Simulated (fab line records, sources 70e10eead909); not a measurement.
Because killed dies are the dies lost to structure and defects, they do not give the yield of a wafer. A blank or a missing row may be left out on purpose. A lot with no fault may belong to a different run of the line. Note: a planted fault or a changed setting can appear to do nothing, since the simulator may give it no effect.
Check of tool commonality    flow nand harc    24 wafers sampled across 8 lots

REASON IT WAS OPENED
Flagged at NHARC_END_SORT_01: reading killed at other, on 2 of 8 lots. Fault-free wafers read 0.6, with a standard deviation of 1.1.
Rule: flag the lot when none of its wafers has a number, or when each of its wafers that has one lies beyond 4 standard deviations from that mean. As for the other lots, they are considered sound.

lot   measured      on         killed at other, wafer by wafer  flag
L100  day 20 21:31  prober-02  6 6 1                            
L999  day 21 13:20  prober-02  0 2 0                            
L101  day 22 01:18  prober-01  3 3 1                            
L105  day 22 09:46  prober-01  1 0 0                            
L107  day 22 19:11  prober-01  1 2 1                            
L103  day 23 06:19  prober-01  0 0 0                            
L114  day 24 19:20  prober-02  621 621 631                      FLAGGED
L115  day 25 03:16  prober-01  653 657 655                      FLAGGED
Averaged over the flagged lots the numbers come to 639.7, +639.1 from the usual (+99 or more standard deviations).

EACH LOT AND THE TOOL IT RAN ON
The record holds 2 process steps before the reading, out of a route of 1159 steps. Each cell gives the tool, then ch followed by the chambers the sampled wafers passed through, then the start.
lot   flag     NHARC_A_BONDPAD_DESCUM_11           NHARC_THIN_TSV_PVD_51
L100           rie diel-04 ch 0,1,3, day 19 12:29  pvd sputter-01, day 20 07:31
L999           rie diel-09 ch 0,1,3, day 20 07:32  pvd sputter-02, day 21 01:54
L101           rie diel-07 ch 0,2, day 20 12:01    pvd sputter-02, day 21 13:24
L105           rie diel-04 ch 0,1, day 21 02:08    pvd sputter-02, day 21 21:59
L107           rie diel-09 ch 0,2,3, day 21 13:10  pvd sputter-02, day 22 07:18
L103           rie diel-04 ch 0,1,3, day 22 01:14  pvd sputter-03, day 22 20:08
L114  FLAGGED  rie diel-04 ch 2,3, day 23 09:04    pvd sputter-03, day 24 05:17
L115  FLAGGED  rie diel-09 ch 2,3, day 23 18:50    pvd sputter-03, day 24 14:04
What is done by these steps:
- NHARC_A_BONDPAD_DESCUM_11: chemistry O2, time 3 s.
- NHARC_THIN_TSV_PVD_51: deposits Cu, target thk 100 nm.
- NHARC_END_SORT_01

FLAGGED OVER TOTAL, TOOL BY TOOL (the gauges that took the reading come last)
step                       tool            lots run  flagged  share of the flagged lots  sound lots run after its first flagged lot
NHARC_A_BONDPAD_DESCUM_11  rie diel-04     4         1        some                       0
NHARC_A_BONDPAD_DESCUM_11  rie diel-07     1         0        none                       -
NHARC_A_BONDPAD_DESCUM_11  rie diel-09     3         1        some                       0
NHARC_THIN_TSV_PVD_51      pvd sputter-01  1         0        none                       -
NHARC_THIN_TSV_PVD_51      pvd sputter-02  4         0        none                       -
NHARC_THIN_TSV_PVD_51      pvd sputter-03  3         2        all                        0
NHARC_END_SORT_01          prober-01       5         1        some                       0
NHARC_END_SORT_01          prober-02       3         1        some                       0

WHAT THE TABLE PERMITS
1 row of the table ran every flagged lot: pvd sputter-03 at NHARC_THIN_TSV_PVD_51.
- pvd sputter-03 at NHARC_THIN_TSV_PVD_51 ran 3 lots, 2 of them flagged. Its last sound lot is L103 (day 22 20:08), its first flagged lot L114 (day 24 05:17): a fault that began between those two fits.
One tool is left: pvd sputter-03 at NHARC_THIN_TSV_PVD_51.

WHAT THE SIMULATOR PUT IN
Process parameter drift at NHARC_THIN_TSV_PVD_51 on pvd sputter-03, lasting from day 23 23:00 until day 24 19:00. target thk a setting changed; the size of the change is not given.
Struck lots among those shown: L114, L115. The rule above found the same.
